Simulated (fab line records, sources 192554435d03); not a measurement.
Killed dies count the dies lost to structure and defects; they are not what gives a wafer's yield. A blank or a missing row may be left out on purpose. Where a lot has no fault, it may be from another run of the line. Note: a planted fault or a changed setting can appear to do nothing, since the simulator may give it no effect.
Which tool is to blame? :: flow n5-finfet :: 72 wafers from 24 lots sampled at 6 of the route's 1938 steps

== WHAT THE GAUGES SHOWED, per wafer ==
N5_BEOL_M14_CD_MEAS_17 targets a cd of 250 nm.
lot: L075
measured: day 11 14:50
on: cd-sem-02
cd-nm (nm): 249.7 249.8 248.2

lot: L077
measured: day 11 15:34
on: cd-sem-01
cd-nm (nm): 250.2 252.9 251.6

lot: L074
measured: day 11 15:49
on: cd-sem-02
cd-nm (nm): 249.3 249.1 251.0

lot: L076
measured: day 11 22:43
on: cd-sem-03
cd-nm (nm): 249.5 250.5 249.6

lot: L078
measured: day 12 02:00
on: cd-sem-01
cd-nm (nm): 250.1 252.3 254.6

lot: L081
measured: day 12 07:00
on: cd-sem-01
cd-nm (nm): 251.7 249.9 251.6

lot: L080
measured: day 12 10:10
on: cd-sem-01
cd-nm (nm): 251.5 251.5 247.8

lot: L079
measured: day 12 16:06
on: cd-sem-03
cd-nm (nm): 249.8 247.8 248.4

lot: L082
measured: day 12 19:16
on: cd-sem-01
cd-nm (nm): 250.5 251.2 249.9

lot: L083
measured: day 13 07:08
on: cd-sem-03
cd-nm (nm): 254.5 251.1 253.7

lot: L085
measured: day 13 19:40
on: cd-sem-02
cd-nm (nm): 252.8 250.2 254.2

lot: L084
measured: day 13 22:51
on: cd-sem-03
cd-nm (nm): 253.1 252.1 253.0

lot: L086
measured: day 13 23:06
on: cd-sem-03
cd-nm (nm): 251.6 253.2 251.5

lot: L088
measured: day 14 03:09
on: cd-sem-03
cd-nm (nm): 251.2 252.4 251.6

lot: L087
measured: day 14 10:08
on: cd-sem-03
cd-nm (nm): 248.6 250.4 250.7

lot: L089
measured: day 14 16:56
on: cd-sem-01
cd-nm (nm): 252.8 251.5 249.6

lot: L090
measured: day 15 01:57
on: cd-sem-03
cd-nm (nm): 249.7 250.1 250.7

lot: L091
measured: day 15 02:33
on: cd-sem-01
cd-nm (nm): 247.4 251.9 251.1

lot: L092
measured: day 15 11:38
on: cd-sem-03
cd-nm (nm): 251.5 251.5 251.1

lot: L093
measured: day 15 19:43
on: cd-sem-01
cd-nm (nm): 249.9 251.2 250.3

lot: L094
measured: day 16 04:45
on: cd-sem-01
cd-nm (nm): 248.9 250.0 249.3

lot: L095
measured: day 16 19:13
on: cd-sem-02
cd-nm (nm): 253.0 253.8 253.0

lot: L096
measured: day 16 19:53
on: cd-sem-01
cd-nm (nm): 250.1 252.1 252.2

lot: L097
measured: day 17 00:11
on: cd-sem-01
cd-nm (nm): 253.1 252.7 252.6

N5_BEOL_M14_INSPECT_30: inspects for defects (macro).
lot: L075
measured: day 11 15:13
on: defect-inspect-02
raw-defect-count: 0 2 2

lot: L077
measured: day 11 15:57
on: defect-inspect-01
raw-defect-count: 0 0 4

lot: L074
measured: day 11 16:19
on: defect-inspect-02
raw-defect-count: 1 3 0

lot: L076
measured: day 11 23:05
on: defect-inspect-02
raw-defect-count: 0 1 1

lot: L078
measured: day 12 02:23
on: defect-inspect-01
raw-defect-count: 0 3 1

lot: L081
measured: day 12 07:23
on: defect-inspect-01
raw-defect-count: 4 5 5

lot: L080
measured: day 12 10:33
on: defect-inspect-02
raw-defect-count: 4 1 1

lot: L079
measured: day 12 16:36
on: defect-inspect-02
raw-defect-count: 2 2 0

lot: L082
measured: day 12 19:47
on: defect-inspect-01
raw-defect-count: 1 2 1

lot: L083
measured: day 13 07:31
on: defect-inspect-02
raw-defect-count: 2 0 3

lot: L085
measured: day 13 20:10
on: defect-inspect-02
raw-defect-count: 1 1 1

lot: L084
measured: day 13 23:14
on: defect-inspect-01
raw-defect-count: 1 2 1

lot: L086
measured: day 13 23:36
on: defect-inspect-02
raw-defect-count: 3 1 1

lot: L088
measured: day 14 03:32
on: defect-inspect-02
raw-defect-count: 1 0 1

lot: L087
measured: day 14 10:31
on: defect-inspect-02
raw-defect-count: 3 2 1

lot: L089
measured: day 14 17:26
on: defect-inspect-01
raw-defect-count: 3 2 7

lot: L090
measured: day 15 02:21
on: defect-inspect-02
raw-defect-count: 4 3 1

lot: L091
measured: day 15 03:04
on: defect-inspect-02
raw-defect-count: 4 2 1

lot: L092
measured: day 15 12:09
on: defect-inspect-01
raw-defect-count: 4 4 4

lot: L093
measured: day 15 20:06
on: defect-inspect-02
raw-defect-count: 0 3 1

lot: L094
measured: day 16 05:16
on: defect-inspect-01
raw-defect-count: 3 0 1

lot: L095
measured: day 16 19:44
on: defect-inspect-01
raw-defect-count: 1 2 1

lot: L096
measured: day 16 20:23
on: defect-inspect-02
raw-defect-count: 2 3 2

lot: L097
measured: day 17 00:42
on: defect-inspect-02
raw-defect-count: 1 1 3

N5_BEOL_M14_INSPECT_55: inspects for defects (darkfield).
lot: L075
measured: day 11 19:14
on: defect-inspect-02
raw-defect-count: 52 66 73

lot: L077
measured: day 11 22:07
on: defect-inspect-02
raw-defect-count: 69 86 85

lot: L074
measured: day 12 00:01
on: defect-inspect-02
raw-defect-count: 54 54 82

lot: L076
measured: day 12 01:43
on: defect-inspect-01
raw-defect-count: 63 80 80

lot: L078
measured: day 12 05:29
on: defect-inspect-01
raw-defect-count: 92 83 94

lot: L081
measured: day 12 14:22
on: defect-inspect-02
raw-defect-count: 105 69 98

lot: L080
measured: day 12 17:51
on: defect-inspect-01
raw-defect-count: 118 64 77

lot: L079
measured: day 12 20:24
on: defect-inspect-02
raw-defect-count: 40 87 55

lot: L082
measured: day 12 23:52
on: defect-inspect-01
raw-defect-count: 88 76 135

lot: L083
measured: day 13 11:09
on: defect-inspect-02
raw-defect-count: 46 67 88

lot: L085
measured: day 14 00:18
on: defect-inspect-01
raw-defect-count: 99 58 90

lot: L084
measured: day 14 02:52
on: defect-inspect-01
raw-defect-count: 33 48 109

lot: L086
measured: day 14 03:53
on: defect-inspect-01
raw-defect-count: 58 67 65

lot: L088
measured: day 14 12:21
on: defect-inspect-01
raw-defect-count: 50 45 43

lot: L087
measured: day 14 15:07
on: defect-inspect-02
raw-defect-count: 56 86 42

lot: L089
measured: day 14 21:05
on: defect-inspect-01
raw-defect-count: 102 76 63

lot: L090
measured: day 15 05:44
on: defect-inspect-01
raw-defect-count: 45 62 79

lot: L091
measured: day 15 06:20
on: defect-inspect-02
raw-defect-count: 99 52 94

lot: L092
measured: day 15 15:25
on: defect-inspect-02
raw-defect-count: 122 89 102

lot: L093
measured: day 16 00:31
on: defect-inspect-02
raw-defect-count: 131 59 80

lot: L094
measured: day 16 08:17
on: defect-inspect-02
raw-defect-count: 41 55 53

lot: L095
measured: day 16 23:59
on: defect-inspect-01
raw-defect-count: 70 58 44

lot: L096
measured: day 17 00:13
on: defect-inspect-01
raw-defect-count: 105 101 95

lot: L097
measured: day 17 07:40
on: defect-inspect-01
raw-defect-count: 87 148 117

N5_BEOL_M15_CD_MEAS_10 targets a cd of 360 nm.
lot: L075
measured: day 11 19:50
on: cd-sem-03
cd-nm (nm): 360.7 361.0 360.2

lot: L077
measured: day 11 22:50
on: cd-sem-03
cd-nm (nm): 357.6 358.6 358.1

lot: L074
measured: day 12 00:44
on: cd-sem-01
cd-nm (nm): 359.8 362.5 359.9

lot: L076
measured: day 12 02:18
on: cd-sem-01
cd-nm (nm): 360.9 361.0 359.1

lot: L078
measured: day 12 06:13
on: cd-sem-02
cd-nm (nm): 359.1 359.0 359.6

lot: L081
measured: day 12 15:04
on: cd-sem-03
cd-nm (nm): 359.3 360.8 361.2

lot: L080
measured: day 12 18:26
on: cd-sem-01
cd-nm (nm): 358.1 358.4 357.7

lot: L079
measured: day 12 21:07
on: cd-sem-03
cd-nm (nm): 360.4 361.3 361.1

lot: L082
measured: day 13 00:35
on: cd-sem-02
cd-nm (nm): 361.9 362.2 360.7

lot: L083
measured: day 13 11:52
on: cd-sem-01
cd-nm (nm): 359.0 358.8 359.8

lot: L085
measured: day 14 00:53
on: cd-sem-03
cd-nm (nm): 359.6 358.4 359.9

lot: L084
measured: day 14 03:35
on: cd-sem-01
cd-nm (nm): 361.6 362.1 363.4

lot: L086
measured: day 14 04:28
on: cd-sem-02
cd-nm (nm): 361.6 361.2 360.0

lot: L088
measured: day 14 13:04
on: cd-sem-02
cd-nm (nm): 359.4 358.3 359.0

lot: L087
measured: day 14 15:50
on: cd-sem-01
cd-nm (nm): 359.2 358.4 359.4

lot: L089
measured: day 14 21:49
on: cd-sem-03
cd-nm (nm): 360.3 360.1 359.6

lot: L090
measured: day 15 06:28
on: cd-sem-02
cd-nm (nm): 362.8 361.7 362.2

lot: L091
measured: day 15 07:02
on: cd-sem-01
cd-nm (nm): 358.7 360.3 359.3

lot: L092
measured: day 15 16:00
on: cd-sem-02
cd-nm (nm): 361.3 360.9 359.2

lot: L093
measured: day 16 01:13
on: cd-sem-01
cd-nm (nm): 360.8 360.5 361.4

lot: L094
measured: day 16 09:00
on: cd-sem-02
cd-nm (nm): 362.0 360.5 360.1

lot: L095
measured: day 17 00:41
on: cd-sem-01
cd-nm (nm): 358.6 360.4 360.3

lot: L096
measured: day 17 00:55
on: cd-sem-02
cd-nm (nm): 361.5 357.7 359.6

lot: L097
measured: day 17 08:16
on: cd-sem-02
cd-nm (nm): 360.4 361.8 360.3

== WHAT TOOL EACH LOT RAN ON (gives the tool, then ch and the chambers of the sampled wafers, and finally the start) ==
lot: L075
N5_BEOL_M14_VIA_ETCH_16: rie-diel-04 ch 0,1,3, day 11 14:29
N5_BEOL_M14_PRE_CLEAN_42: pvd-sputter-01, day 11 17:54

lot: L077
N5_BEOL_M14_VIA_ETCH_16: rie-diel-02 ch 0,1, day 11 15:13
N5_BEOL_M14_PRE_CLEAN_42: pvd-sputter-03, day 11 20:51

lot: L074
N5_BEOL_M14_VIA_ETCH_16: rie-diel-05 ch 0,2,3, day 11 15:28
N5_BEOL_M14_PRE_CLEAN_42: pvd-sputter-03, day 11 22:11

lot: L076
N5_BEOL_M14_VIA_ETCH_16: rie-diel-04 ch 0,1,3, day 11 22:22
N5_BEOL_M14_PRE_CLEAN_42: pvd-sputter-02, day 12 00:09

lot: L078
N5_BEOL_M14_VIA_ETCH_16: rie-diel-05 ch 2,3, day 12 01:39
N5_BEOL_M14_PRE_CLEAN_42: pvd-sputter-03, day 12 04:02

lot: L081
N5_BEOL_M14_VIA_ETCH_16: rie-diel-02 ch 0,1,2, day 12 06:39
N5_BEOL_M14_PRE_CLEAN_42: pvd-sputter-03, day 12 13:07

lot: L080
N5_BEOL_M14_VIA_ETCH_16: rie-diel-05 ch 0,2,3, day 12 09:49
N5_BEOL_M14_PRE_CLEAN_42: pvd-sputter-02, day 12 16:33

lot: L079
N5_BEOL_M14_VIA_ETCH_16: rie-diel-05 ch 0,3, day 12 15:45
N5_BEOL_M14_PRE_CLEAN_42: pvd-sputter-02, day 12 19:08

lot: L082
N5_BEOL_M14_VIA_ETCH_16: rie-diel-02 ch 1,2,3, day 12 18:55
N5_BEOL_M14_PRE_CLEAN_42: pvd-sputter-03, day 12 22:37

lot: L083
N5_BEOL_M14_VIA_ETCH_16: rie-diel-04 ch 1,2,3, day 13 06:47
N5_BEOL_M14_PRE_CLEAN_42: pvd-sputter-02, day 13 09:51

lot: L085
N5_BEOL_M14_VIA_ETCH_16: rie-diel-02 ch 1,2,3, day 13 19:18
N5_BEOL_M14_PRE_CLEAN_42: pvd-sputter-03, day 13 23:03

lot: L084
N5_BEOL_M14_VIA_ETCH_16: rie-diel-04 ch 0,2, day 13 22:30
N5_BEOL_M14_PRE_CLEAN_42: pvd-sputter-03, day 14 01:37

lot: L086
N5_BEOL_M14_VIA_ETCH_16: rie-diel-02 ch 1,2,3, day 13 22:45
N5_BEOL_M14_PRE_CLEAN_42: pvd-sputter-01, day 14 02:38

lot: L088
N5_BEOL_M14_VIA_ETCH_16: rie-diel-02 ch 0,1,2, day 14 02:48
N5_BEOL_M14_PRE_CLEAN_42: pvd-sputter-01, day 14 11:05

lot: L087
N5_BEOL_M14_VIA_ETCH_16: rie-diel-05 ch 0,1,3, day 14 09:47
N5_BEOL_M14_PRE_CLEAN_42: pvd-sputter-02, day 14 13:19

lot: L089
N5_BEOL_M14_VIA_ETCH_16: rie-diel-02 ch 1,3, day 14 16:35
N5_BEOL_M14_PRE_CLEAN_42: pvd-sputter-03, day 14 19:25

lot: L090
N5_BEOL_M14_VIA_ETCH_16: rie-diel-04 ch 1,2,3, day 15 01:36
N5_BEOL_M14_PRE_CLEAN_42: pvd-sputter-02, day 15 04:28

lot: L091
N5_BEOL_M14_VIA_ETCH_16: rie-diel-04 ch 1,2,3, day 15 02:12
N5_BEOL_M14_PRE_CLEAN_42: pvd-sputter-02, day 15 04:47

lot: L092
N5_BEOL_M14_VIA_ETCH_16: rie-diel-02 ch 0,2, day 15 11:16
N5_BEOL_M14_PRE_CLEAN_42: pvd-sputter-03, day 15 13:48

lot: L093
N5_BEOL_M14_VIA_ETCH_16: rie-diel-05 ch 2,3, day 15 19:22
N5_BEOL_M14_PRE_CLEAN_42: pvd-sputter-01, day 15 23:15

lot: L094
N5_BEOL_M14_VIA_ETCH_16: rie-diel-05 ch 1,2,3, day 16 04:25
N5_BEOL_M14_PRE_CLEAN_42: pvd-sputter-01, day 16 07:02

lot: L095
N5_BEOL_M14_VIA_ETCH_16: rie-diel-02 ch 0,2,3, day 16 18:52
N5_BEOL_M14_PRE_CLEAN_42: pvd-sputter-01, day 16 22:10

lot: L096
N5_BEOL_M14_VIA_ETCH_16: rie-diel-04 ch 0,2, day 16 19:32
N5_BEOL_M14_PRE_CLEAN_42: pvd-sputter-02, day 16 22:11

lot: L097
N5_BEOL_M14_VIA_ETCH_16: rie-diel-02 ch 0,3, day 16 23:50
N5_BEOL_M14_PRE_CLEAN_42: pvd-sputter-01, day 17 06:25
- N5_BEOL_M14_VIA_ETCH_16: etches SiO2 in C4F8/O2/Ar, target depth 1231.3 nm.
- N5_BEOL_M14_PRE_CLEAN_42: time 30 s.

== AS READ BY THE TOOLS THEMSELVES (means over the sampled wafers that have a number; for cases with no such wafer, the mark the record gives instead) ==
N5_BEOL_M14_VIA_ETCH_16.
lot: L075
tool: rie-diel-04
C4F8_flow_sccm (sccm): 15.99
drypump-motor-current-A (A): 5.3
oes-product-au (a.u.): 0.69
rf-vpp-V (V): 2211
showerhead-plenum-p-Torr (Torr): 3.34
throttle-valve-pct (%): 30.85

lot: L077
tool: rie-diel-02
C4F8_flow_sccm (sccm): 16.01
drypump-motor-current-A (A): 6.2
oes-product-au (a.u.): 0.70
rf-vpp-V (V): 2229
showerhead-plenum-p-Torr (Torr): 3.40
throttle-valve-pct (%): 30.72

lot: L074
tool: rie-diel-05
C4F8_flow_sccm (sccm): 15.98
drypump-motor-current-A (A): 5.8
oes-product-au (a.u.): 0.74
rf-vpp-V (V): 2233
showerhead-plenum-p-Torr (Torr): 3.43
throttle-valve-pct (%): 30.90

lot: L076
tool: rie-diel-04
C4F8_flow_sccm (sccm): 16.02
drypump-motor-current-A (A): 5.3
oes-product-au (a.u.): 0.69
rf-vpp-V (V): 2211
showerhead-plenum-p-Torr (Torr): 3.34
throttle-valve-pct (%): 30.84

lot: L078
tool: rie-diel-05
C4F8_flow_sccm (sccm): 16.00
drypump-motor-current-A (A): 5.8
oes-product-au (a.u.): 0.78
rf-vpp-V (V): 2227
showerhead-plenum-p-Torr (Torr): 3.36
throttle-valve-pct (%): 30.80

lot: L081
tool: rie-diel-02
C4F8_flow_sccm (sccm): 16.02
drypump-motor-current-A (A): 6.1
oes-product-au (a.u.): 0.74
rf-vpp-V (V): 2241
showerhead-plenum-p-Torr (Torr): 3.51
throttle-valve-pct (%): 30.77

lot: L080
tool: rie-diel-05
C4F8_flow_sccm (sccm): 16.00
drypump-motor-current-A (A): 5.7
oes-product-au (a.u.): 0.74
rf-vpp-V (V): 2233
showerhead-plenum-p-Torr (Torr): 3.43
throttle-valve-pct (%): 30.90

lot: L079
tool: rie-diel-05
C4F8_flow_sccm (sccm): 15.94
drypump-motor-current-A (A): 5.7
oes-product-au (a.u.): 0.69
rf-vpp-V (V): 2238
showerhead-plenum-p-Torr (Torr): 3.49
throttle-valve-pct (%): 31.02

lot: L082
tool: rie-diel-02
C4F8_flow_sccm (sccm): 15.97
drypump-motor-current-A (A): 5.6
oes-product-au (a.u.): 0.70
rf-vpp-V (V): 2234
showerhead-plenum-p-Torr (Torr): 3.45
throttle-valve-pct (%): 30.98

lot: L083
tool: rie-diel-04
C4F8_flow_sccm (sccm): 16.03
drypump-motor-current-A (A): 5.6
oes-product-au (a.u.): 0.73
rf-vpp-V (V): 2218
showerhead-plenum-p-Torr (Torr): 3.41
throttle-valve-pct (%): 30.76

lot: L085
tool: rie-diel-02
C4F8_flow_sccm (sccm): 15.97
drypump-motor-current-A (A): 5.6
oes-product-au (a.u.): 0.69
rf-vpp-V (V): 2233
showerhead-plenum-p-Torr (Torr): 3.45
throttle-valve-pct (%): 30.99

lot: L084
tool: rie-diel-04
C4F8_flow_sccm (sccm): 15.98
drypump-motor-current-A (A): 5.3
oes-product-au (a.u.): 0.82
rf-vpp-V (V): 2239
showerhead-plenum-p-Torr (Torr): 3.58
throttle-valve-pct (%): 30.53

lot: L086
tool: rie-diel-02
C4F8_flow_sccm (sccm): 15.96
drypump-motor-current-A (A): 5.6
oes-product-au (a.u.): 0.69
rf-vpp-V (V): 2233
showerhead-plenum-p-Torr (Torr): 3.45
throttle-valve-pct (%): 30.98

lot: L088
tool: rie-diel-02
C4F8_flow_sccm (sccm): 16.03
drypump-motor-current-A (A): 6.1
oes-product-au (a.u.): 0.73
rf-vpp-V (V): 2240
showerhead-plenum-p-Torr (Torr): 3.50
throttle-valve-pct (%): 30.79

lot: L087
tool: rie-diel-05
C4F8_flow_sccm (sccm): 16.01
drypump-motor-current-A (A): 5.8
oes-product-au (a.u.): 0.70
rf-vpp-V (V): 2227
showerhead-plenum-p-Torr (Torr): 3.44
throttle-valve-pct (%): 30.85

lot: L089
tool: rie-diel-02
C4F8_flow_sccm (sccm): 15.98
drypump-motor-current-A (A): 5.7
oes-product-au (a.u.): 0.64
rf-vpp-V (V): 2219
showerhead-plenum-p-Torr (Torr): 3.33
throttle-valve-pct (%): 30.95

lot: L090
tool: rie-diel-04
C4F8_flow_sccm (sccm): 16.02
drypump-motor-current-A (A): 5.6
oes-product-au (a.u.): 0.70
rf-vpp-V (V): 2217
showerhead-plenum-p-Torr (Torr): 3.40
throttle-valve-pct (%): 30.76

lot: L091
tool: rie-diel-04
C4F8_flow_sccm (sccm): 16.01
drypump-motor-current-A (A): 5.6
oes-product-au (a.u.): 0.71
rf-vpp-V (V): 2217
showerhead-plenum-p-Torr (Torr): 3.40
throttle-valve-pct (%): 30.78

lot: L092
tool: rie-diel-02
C4F8_flow_sccm (sccm): 16.08
drypump-motor-current-A (A): 6.0
oes-product-au (a.u.): 0.76
rf-vpp-V (V): 2255
showerhead-plenum-p-Torr (Torr): 3.61
throttle-valve-pct (%): 30.84

lot: L093
tool: rie-diel-05
C4F8_flow_sccm (sccm): 15.96
drypump-motor-current-A (A): 5.7
oes-product-au (a.u.): 0.73
rf-vpp-V (V): 2223
showerhead-plenum-p-Torr (Torr): 3.33
throttle-valve-pct (%): 30.96

lot: L094
tool: rie-diel-05
C4F8_flow_sccm (sccm): 15.99
drypump-motor-current-A (A): 5.8
oes-product-au (a.u.): 0.72
rf-vpp-V (V): 2221
showerhead-plenum-p-Torr (Torr): 3.37
throttle-valve-pct (%): 30.74

lot: L095
tool: rie-diel-02
C4F8_flow_sccm (sccm): 15.99
drypump-motor-current-A (A): 5.9
oes-product-au (a.u.): 0.72
rf-vpp-V (V): 2253
showerhead-plenum-p-Torr (Torr): 3.56
throttle-valve-pct (%): 30.80

lot: L096
tool: rie-diel-04
C4F8_flow_sccm (sccm): 16.04
drypump-motor-current-A (A): 5.7
oes-product-au (a.u.): 0.75
rf-vpp-V (V): 2232
showerhead-plenum-p-Torr (Torr): 3.50
throttle-valve-pct (%): 30.53

lot: L097
tool: rie-diel-02
C4F8_flow_sccm (sccm): 16.00
drypump-motor-current-A (A): 5.8
oes-product-au (a.u.): 0.71
rf-vpp-V (V): 2254
showerhead-plenum-p-Torr (Torr): 3.51
throttle-valve-pct (%): 30.73

N5_BEOL_M14_PRE_CLEAN_42.
lot: L075
tool: pvd-sputter-01
heater-power-w (W): 532

lot: L077
tool: pvd-sputter-03
heater-power-w (W): 513

lot: L074
tool: pvd-sputter-03
heater-power-w (W): 520

lot: L076
tool: pvd-sputter-02
heater-power-w (W): 527

lot: L078
tool: pvd-sputter-03
heater-power-w (W): 543

lot: L081
tool: pvd-sputter-03
heater-power-w (W): 502

lot: L080
tool: pvd-sputter-02
heater-power-w (W): 496

lot: L079
tool: pvd-sputter-02
heater-power-w (W): 535

lot: L082
tool: pvd-sputter-03
heater-power-w (W): 501

lot: L083
tool: pvd-sputter-02
heater-power-w (W): 540

lot: L085
tool: pvd-sputter-03
heater-power-w (W): 472

lot: L084
tool: pvd-sputter-03
heater-power-w (W): 511

lot: L086
tool: pvd-sputter-01
heater-power-w (W): 517

lot: L088
tool: pvd-sputter-01
heater-power-w (W): 485

lot: L087
tool: pvd-sputter-02
heater-power-w (W): 537

lot: L089
tool: pvd-sputter-03
heater-power-w (W): 516

lot: L090
tool: pvd-sputter-02
heater-power-w (W): 505

lot: L091
tool: pvd-sputter-02
heater-power-w (W): 519

lot: L092
tool: pvd-sputter-03
heater-power-w (W): 514

lot: L093
tool: pvd-sputter-01
heater-power-w (W): 464

lot: L094
tool: pvd-sputter-01
heater-power-w (W): 477

lot: L095
tool: pvd-sputter-01
heater-power-w (W): 512

lot: L096
tool: pvd-sputter-02
heater-power-w (W): 486

lot: L097
tool: pvd-sputter-01
heater-power-w (W): 510

== THE ANSWER, worked out from the rows above alone ==
Rule: the lots themselves supply what counts as usual. Put in order of their means at a reading, lots are off if they are a third of the lots or fewer, leave a main group of 4 or more, and stand apart from it by a gap of 3 or more times the standard deviation of the main group's means; of several such gaps the widest counts. If all means in a main group match to the digits the tables above print for the reading, that group is not used. Also off: a lot with no number at a reading for which 4 or more lots have one. Where the step has rows for the other lots, those lots are counted as sound. After the gauges, taken in route order, come the tools' own readings; for these a lot's mean is taken, as printed above. At the first step where some lot is off, the reading lying furthest off is the one used; lots without a number count as furthest.
None of the lots is off at any reading shown; this tells nothing.

== WHAT THE SIMULATOR HAD PUT IN ==
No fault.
